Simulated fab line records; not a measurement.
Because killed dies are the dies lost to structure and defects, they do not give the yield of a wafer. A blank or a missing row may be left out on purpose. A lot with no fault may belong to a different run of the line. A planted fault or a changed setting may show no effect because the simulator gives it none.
The same fault as seen by 3 desks | flow n5Finfet | what lay behind the numbers comes last; until then each desk has only its own

TOOL OWNER'S DESK, rieMetal-03
The tool's own readings at N5_BEOL_M4_HM_OPEN_17 (chemistry Cl2/BCl3, target TiN, target depth 20 nm, overetch 6 nm): means of the sampled wafers that have a number, for each lot that ran on this tool. If a lot's mean is further than 4 standard deviations from the usual mean, the lot is out of limits and carries the mark OUT (the distance appears in the brackets).
Columns: A = drypumpMotorCurrentA at N5_BEOL_M4_HM_OPEN_17, usual 5.65 A; B = mfcArSccm at N5_BEOL_M4_HM_OPEN_17, usual 25.00 sccm; C = oesProductAu at N5_BEOL_M4_HM_OPEN_17, usual 0.70 a.u.; D = rfFwdPowerW at N5_BEOL_M4_HM_OPEN_17, usual 992 W; E = throttleValvePct at N5_BEOL_M4_HM_OPEN_17, usual 22.18 %
lot  | first seen here | A    | B     | C    | D   | E
L679 | day 9 12:22     | 5.71 | 25.13 | 0.53 | 999 | 22.63
L685 | day 11 17:54    | 5.72 | 25.01 | 0.68 | 989 | 22.33
L687 | day 12 05:41    | 5.75 | 24.99 | 0.68 | 986 | 22.33
This desk's verdict: no lot among the 3 shows anything out of limits.

AT THE METROLOGY DESK
Means of the sampled wafers that have a number, per lot and without regard to the tool the lot ran on: this is what the gauges read. If a lot's mean is further than 4 standard deviations from the usual mean, the lot is out of limits and carries the mark OUT (the distance appears in the brackets). Of its 12 readings 7 are shown: those that lie furthest out on some lot.
Columns: A = M4_OVL at N5_BEOL_M4_OVL_MEAS_12, usual 0.3 nm; B = IOFF_N at N5_BEOL_M4_RC_MEAS_101, usual 0.17 nA/um; C = IOFF_P at N5_BEOL_M4_RC_MEAS_101, usual 0.21 nA/um; D = ION_N at N5_BEOL_M4_RC_MEAS_101, usual 674 uA/um; E = ION_P at N5_BEOL_M4_RC_MEAS_101, usual 462 uA/um; F = SS_N at N5_BEOL_M4_RC_MEAS_101, usual 71.6 mV/dec; G = VT_P at N5_BEOL_M4_RC_MEAS_101, usual -250 mV
lot  | first seen here | A    | B    | C    | D   | E   | F    | G
L679 | day 9 11:55     | -0.9 | 0.19 | 0.21 | 670 | 455 | 72.2 | -252
L685 | day 11 17:25    | 1.9  | 0.17 | 0.21 | 675 | 460 | 71.4 | -254
L687 | day 12 05:17    | 0.3  | 0.17 | 0.20 | 686 | 464 | 71.4 | -251
L692 | day 14 01:08    | -0.6 | 0.19 | 0.23 | 677 | 458 | 72.4 | -250
L694 | day 14 10:58    | 0.7  | 0.22 | 0.26 | 692 | 472 | 72.2 | -247
L695 | day 14 17:05    | 0.4  | 0.21 | 0.30 | 686 | 471 | 72.6 | -244
This desk's verdict: no lot among the 6 shows anything out of limits.

THE DEFECT DESK
Counts from the inspections along the route, per lot, as means over the sampled wafers that have a number. If a lot's mean is further than 4 standard deviations from the usual mean, the lot is out of limits and carries the mark OUT (the distance appears in the brackets).
Columns: A = rawDefectCount at N5_BEOL_M4_INSPECT_13, usual 432
lot  | first seen here | A
L679 | day 9 12:01     | 559
L685 | day 11 17:31    | 384
L687 | day 12 05:22    | 410
L692 | day 14 01:14    | 361
L694 | day 14 11:02    | 386
L695 | day 14 17:11    | 333
This desk's verdict: no lot among the 6 shows anything out of limits.

ALL TOGETHER
Nothing out of limits was seen by the tool owner's desk.
At the metrology desk, nothing out of limits was observed.
The defect desk saw nothing out of limits.

WHAT THE SIMULATOR HAD INSERTED
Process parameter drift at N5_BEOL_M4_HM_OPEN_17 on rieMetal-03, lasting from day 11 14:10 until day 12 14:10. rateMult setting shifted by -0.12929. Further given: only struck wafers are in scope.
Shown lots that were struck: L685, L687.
